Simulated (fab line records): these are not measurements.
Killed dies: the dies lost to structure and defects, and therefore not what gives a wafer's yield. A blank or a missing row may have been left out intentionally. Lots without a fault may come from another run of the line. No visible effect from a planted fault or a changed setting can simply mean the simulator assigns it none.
Split-lot study :: flow n5 finfet :: on a route of 1938 steps: 7 lots, 39 wafers read

ON THE SPLIT
At N5_MOL_CONTACT_COAG_ETCHBACK_136 (etches SiO2 in CHF3, target depth 25 nm, time 16.7 s), the setting target depth a was moved away from the recipe's 250 angstrom on 18 of the 39 wafers read, by -37.1% to +51.1%. All remaining wafers had this setting at the recipe value.

FROM THE SPLIT TO THE READING: what the file shows between them, 3 steps
- N5_MOL_CONTACT_COAG_STRIP_120: strips in CHF3
- N5_MOL_CONTACT_COAG_VIA_ETCH_117: etches SiO2 in C4F6/O2, target depth 40 nm, overetch 8 nm, time 26 s
- N5_MOL_CONTACT_COAG_ETCH_124: etches SiNx in CH3F/O2, stops on SiOC, target depth 6.5 nm

THE READING
SOC_of_MOL_CONTACT_COAG_COAT_62.thk nm (the simulator's own value, which no gauge read), in nm, at N5_MOL_CONTACT_COAG_ETCH_48 (etches SiOC in C4F6/O2, target depth 15 nm, overetch 4.5 nm, time 17 s). The file does not state a usual value for it. The 21 wafers here that ran the recipe average 46.0 nm, standard deviation 0.27 nm.

wafer: L077.1
tool, chamber at the split: rie diel-02, 1
target depth a as run, angstrom: 250
against the recipe: recipe
SOC_of_MOL_CONTACT_COAG_COAT_62.thk nm, nm: 46.2
against lot-mates on the recipe: -

wafer: L077.5
tool, chamber at the split: rie diel-02, 1
target depth a as run, angstrom: 250
against the recipe: recipe
SOC_of_MOL_CONTACT_COAG_COAT_62.thk nm, nm: 46.2
against lot-mates on the recipe: -

wafer: L077.2
tool, chamber at the split: rie diel-02, 2
target depth a as run, angstrom: 250
against the recipe: recipe
SOC_of_MOL_CONTACT_COAG_COAT_62.thk nm, nm: 46
against lot-mates on the recipe: -

wafer: L082.1
tool, chamber at the split: rie diel-05, 3,1,2
target depth a as run, angstrom: 157.2
against the recipe: -37.1%
SOC_of_MOL_CONTACT_COAG_COAT_62.thk nm, nm: 47.2
against lot-mates on the recipe: +0.9

wafer: L082.3
tool, chamber at the split: rie diel-05, 3,1,2
target depth a as run, angstrom: 157.2
against the recipe: -37.1%
SOC_of_MOL_CONTACT_COAG_COAT_62.thk nm, nm: 47.2
against lot-mates on the recipe: +0.9

wafer: L082.2
tool, chamber at the split: rie diel-05, 0
target depth a as run, angstrom: 250
against the recipe: recipe
SOC_of_MOL_CONTACT_COAG_COAT_62.thk nm, nm: 46.4
against lot-mates on the recipe: -

wafer: L082.4
tool, chamber at the split: rie diel-05, 3,1,2
target depth a as run, angstrom: 157.2
against the recipe: -37.1%
SOC_of_MOL_CONTACT_COAG_COAT_62.thk nm, nm: 47.6
against lot-mates on the recipe: +1.3

wafer: L082.5
tool, chamber at the split: rie diel-05, 1
target depth a as run, angstrom: 250
against the recipe: recipe
SOC_of_MOL_CONTACT_COAG_COAT_62.thk nm, nm: 45.8
against lot-mates on the recipe: -

wafer: L082.6
tool, chamber at the split: rie diel-05, 2
target depth a as run, angstrom: 250
against the recipe: recipe
SOC_of_MOL_CONTACT_COAG_COAT_62.thk nm, nm: 46.6
against lot-mates on the recipe: -

wafer: L083.1
tool, chamber at the split: rie diel-02, 1,2
target depth a as run, angstrom: 250
against the recipe: recipe
SOC_of_MOL_CONTACT_COAG_COAT_62.thk nm, nm: 45.8
against lot-mates on the recipe: -

wafer: L083.3
tool, chamber at the split: rie diel-02, 2
target depth a as run, angstrom: 250
against the recipe: recipe
SOC_of_MOL_CONTACT_COAG_COAT_62.thk nm, nm: 45.8
against lot-mates on the recipe: -

wafer: L083.5
tool, chamber at the split: rie diel-02, 1,2
target depth a as run, angstrom: 250
against the recipe: recipe
SOC_of_MOL_CONTACT_COAG_COAT_62.thk nm, nm: 45.8
against lot-mates on the recipe: -

wafer: L083.2
tool, chamber at the split: rie diel-02, 3,3,1
target depth a as run, angstrom: 187.6
against the recipe: -25.0%
SOC_of_MOL_CONTACT_COAG_COAT_62.thk nm, nm: 46.2
against lot-mates on the recipe: +0.4

wafer: L083.4
tool, chamber at the split: rie diel-02, 3,3,1
target depth a as run, angstrom: 187.6
against the recipe: -25.0%
SOC_of_MOL_CONTACT_COAG_COAT_62.thk nm, nm: 46.2
against lot-mates on the recipe: +0.4

wafer: L083.6
tool, chamber at the split: rie diel-02, 3,3,1
target depth a as run, angstrom: 187.6
against the recipe: -25.0%
SOC_of_MOL_CONTACT_COAG_COAT_62.thk nm, nm: 46.4
against lot-mates on the recipe: +0.6

wafer: L090.1
tool, chamber at the split: rie diel-05, 0,2
target depth a as run, angstrom: 250
against the recipe: recipe
SOC_of_MOL_CONTACT_COAG_COAT_62.thk nm, nm: 46.2
against lot-mates on the recipe: -

wafer: L090.3
tool, chamber at the split: rie diel-05, 2
target depth a as run, angstrom: 250
against the recipe: recipe
SOC_of_MOL_CONTACT_COAG_COAT_62.thk nm, nm: 46.2
against lot-mates on the recipe: -

wafer: L090.2
tool, chamber at the split: rie diel-05, 1
target depth a as run, angstrom: 377.8
against the recipe: +51.1%
SOC_of_MOL_CONTACT_COAG_COAT_62.thk nm, nm: 44.4
against lot-mates on the recipe: -1.9

wafer: L090.4
tool, chamber at the split: rie diel-05, 1
target depth a as run, angstrom: 377.8
against the recipe: +51.1%
SOC_of_MOL_CONTACT_COAG_COAT_62.thk nm, nm: 44
against lot-mates on the recipe: -2.3

wafer: L090.5
tool, chamber at the split: rie diel-05, 0
target depth a as run, angstrom: 377.8
against the recipe: +51.1%
SOC_of_MOL_CONTACT_COAG_COAT_62.thk nm, nm: 44.8
against lot-mates on the recipe: -1.5

wafer: L090.6
tool, chamber at the split: rie diel-05, 0,2
target depth a as run, angstrom: 250
against the recipe: recipe
SOC_of_MOL_CONTACT_COAG_COAT_62.thk nm, nm: 46.4
against lot-mates on the recipe: -

wafer: L095.1
tool, chamber at the split: rie diel-02, 1
target depth a as run, angstrom: 290
against the recipe: +16.0%
SOC_of_MOL_CONTACT_COAG_COAT_62.thk nm, nm: 45.8
against lot-mates on the recipe: +0.0

wafer: L095.2
tool, chamber at the split: rie diel-02, 0
target depth a as run, angstrom: 290
against the recipe: +16.0%
SOC_of_MOL_CONTACT_COAG_COAT_62.thk nm, nm: 44.8
against lot-mates on the recipe: -1.0

wafer: L095.3
tool, chamber at the split: rie diel-02, 2
target depth a as run, angstrom: 250
against the recipe: recipe
SOC_of_MOL_CONTACT_COAG_COAT_62.thk nm, nm: 46
against lot-mates on the recipe: -

wafer: L095.4
tool, chamber at the split: rie diel-02, 3
target depth a as run, angstrom: 250
against the recipe: recipe
SOC_of_MOL_CONTACT_COAG_COAT_62.thk nm, nm: 45.6
against lot-mates on the recipe: -

wafer: L095.5
tool, chamber at the split: rie diel-02, 1
target depth a as run, angstrom: 290
against the recipe: +16.0%
SOC_of_MOL_CONTACT_COAG_COAT_62.thk nm, nm: 45.4
against lot-mates on the recipe: -0.4

wafer: L095.6
tool, chamber at the split: rie diel-02, 2
target depth a as run, angstrom: 250
against the recipe: recipe
SOC_of_MOL_CONTACT_COAG_COAT_62.thk nm, nm: 45.8
against lot-mates on the recipe: -

wafer: L096.1
tool, chamber at the split: rie diel-06, 2,3
target depth a as run, angstrom: 250
against the recipe: recipe
SOC_of_MOL_CONTACT_COAG_COAT_62.thk nm, nm: 45.8
against lot-mates on the recipe: -

wafer: L096.6
tool, chamber at the split: rie diel-06, 2,3
target depth a as run, angstrom: 250
against the recipe: recipe
SOC_of_MOL_CONTACT_COAG_COAT_62.thk nm, nm: 45.8
against lot-mates on the recipe: -

wafer: L096.2
tool, chamber at the split: rie diel-06, 0
target depth a as run, angstrom: 188.6
against the recipe: -24.6%
SOC_of_MOL_CONTACT_COAG_COAT_62.thk nm, nm: 46.4
against lot-mates on the recipe: +0.5

wafer: L096.5
tool, chamber at the split: rie diel-06, 2,0
target depth a as run, angstrom: 188.6
against the recipe: -24.6%
SOC_of_MOL_CONTACT_COAG_COAT_62.thk nm, nm: 46.4
against lot-mates on the recipe: +0.5

wafer: L096.3
tool, chamber at the split: rie diel-06, 3
target depth a as run, angstrom: 250
against the recipe: recipe
SOC_of_MOL_CONTACT_COAG_COAT_62.thk nm, nm: 46
against lot-mates on the recipe: -

wafer: L096.4
tool, chamber at the split: rie diel-06, 2,0
target depth a as run, angstrom: 188.6
against the recipe: -24.6%
SOC_of_MOL_CONTACT_COAG_COAT_62.thk nm, nm: 46.6
against lot-mates on the recipe: +0.7

wafer: L097.1
tool, chamber at the split: rie diel-02, 3,1
target depth a as run, angstrom: 169.9
against the recipe: -32.0%
SOC_of_MOL_CONTACT_COAG_COAT_62.thk nm, nm: 46.6
against lot-mates on the recipe: +0.8

wafer: L097.3
tool, chamber at the split: rie diel-02, 0
target depth a as run, angstrom: 169.9
against the recipe: -32.0%
SOC_of_MOL_CONTACT_COAG_COAT_62.thk nm, nm: 46.6
against lot-mates on the recipe: +0.8

wafer: L097.2
tool, chamber at the split: rie diel-02, 2,1,0
target depth a as run, angstrom: 250
against the recipe: recipe
SOC_of_MOL_CONTACT_COAG_COAT_62.thk nm, nm: 45.8
against lot-mates on the recipe: -

wafer: L097.4
tool, chamber at the split: rie diel-02, 2,1,0
target depth a as run, angstrom: 250
against the recipe: recipe
SOC_of_MOL_CONTACT_COAG_COAT_62.thk nm, nm: 46
against lot-mates on the recipe: -

wafer: L097.5
tool, chamber at the split: rie diel-02, 2,1,0
target depth a as run, angstrom: 250
against the recipe: recipe
SOC_of_MOL_CONTACT_COAG_COAT_62.thk nm, nm: 45.6
against lot-mates on the recipe: -

wafer: L097.6
tool, chamber at the split: rie diel-02, 3,1
target depth a as run, angstrom: 169.9
against the recipe: -32.0%
SOC_of_MOL_CONTACT_COAG_COAT_62.thk nm, nm: 47
against lot-mates on the recipe: +1.2
If several chambers appear in one row, that row covers several wafers at once and the file leaves open which wafer was in which chamber.

FIT RESULTS
A straight line over all 39 wafers: SOC_of_MOL_CONTACT_COAG_COAT_62.thk nm changes by -0.0289 nm for each +1% of target depth a; r = -0.90; the points scatter about the line by 0.31 nm.
The same after taking each lot's own level away (the mean of its wafers on the recipe; 39 wafers): -0.0311 nm for each +1%; r = -0.95; scatter 0.24 nm.
On that fit, the largest move of target depth a shifts the reading by 1.6 nm.
The span of the lots' own levels, 45.80 to 46.27 nm, comes to 1.8 times the standard deviation stated above.
The two slopes are in agreement: the lot-to-lot level therefore moves the slope only a little.
Check: -1.61 nm against its lot-mates is what the line predicts for one of the wafers moved furthest among these (+51.1%) when that wafer is left out of the fit. It came out at -1.87 nm against them.

FURTHER SPLITS ON THESE WAFERS
Note: prior to the reading, these wafers also went through further splits. Each is held against what the fit with the lots' levels taken away leaves over:
other split on the same wafers: N5_ZERO_LAYER_PECVD_02 time s
wafers away from the commonest value: 15
r with SOC_of_MOL_CONTACT_COAG_COAT_62.thk nm (lot level and that fit taken away): +0.27

other split on the same wafers: N5_SD_EPI_N_EPI_21 epi growth time s
wafers away from the commonest value: 12
r with SOC_of_MOL_CONTACT_COAG_COAT_62.thk nm (lot level and that fit taken away): +0.00

other split on the same wafers: N5_HKMG_FIN_ETCH_32 target depth a
wafers away from the commonest value: 15
r with SOC_of_MOL_CONTACT_COAG_COAT_62.thk nm (lot level and that fit taken away): -0.05

THE WHOLE CHAIN: every reading that the file lists as answering this split, in the file's order
step: N5_MOL_CONTACT_COAG_ETCHBACK_136
what it does: etches SiO2 in CHF3, target depth 25 nm, time 16.7 s
reading: SOC_of_MOL_CONTACT_COAG_COAT_62.thk nm (the simulator's own value, which no gauge read)
change (the file's fit): -0.0279 nm for each +1% of the setting
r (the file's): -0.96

step: N5_MOL_CONTACT_COAG_VIA_ETCH_117
what it does: etches SiO2 in C4F6/O2, target depth 40 nm, overetch 8 nm, time 26 s
reading: MOL_CONTACT_COAG.feature depth nm (the simulator's own value, which no gauge read)
change (the file's fit): -0.235 nm for each +1% of the setting
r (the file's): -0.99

step: N5_MOL_CONTACT_COAG_VIA_ETCH_117
what it does: etches SiO2 in C4F6/O2, target depth 40 nm, overetch 8 nm, time 26 s
reading: etch.depth nm (the simulator's own value, which no gauge read)
change (the file's fit): -0.235 nm for each +1% of the setting
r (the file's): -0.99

step: N5_MOL_CONTACT_COAG_VIA_ETCH_117
what it does: etches SiO2 in C4F6/O2, target depth 40 nm, overetch 8 nm, time 26 s
reading: SOC_of_MOL_CONTACT_COAG_COAT_62.thk nm (the simulator's own value, which no gauge read)
change (the file's fit): -0.0295 nm for each +1% of the setting
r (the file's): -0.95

step: N5_MOL_CONTACT_COAG_ETCH_48
what it does: etches SiOC in C4F6/O2, target depth 15 nm, overetch 4.5 nm, time 17 s
reading: SOC_of_MOL_CONTACT_COAG_COAT_62.thk nm (the simulator's own value, which no gauge read)
change (the file's fit): -0.0306 nm for each +1% of the setting
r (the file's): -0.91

THE FILE'S OWN FIT
SOC_of_MOL_CONTACT_COAG_COAT_62.thk nm changes by -0.0306 nm for each +1% of target depth a, r = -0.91.
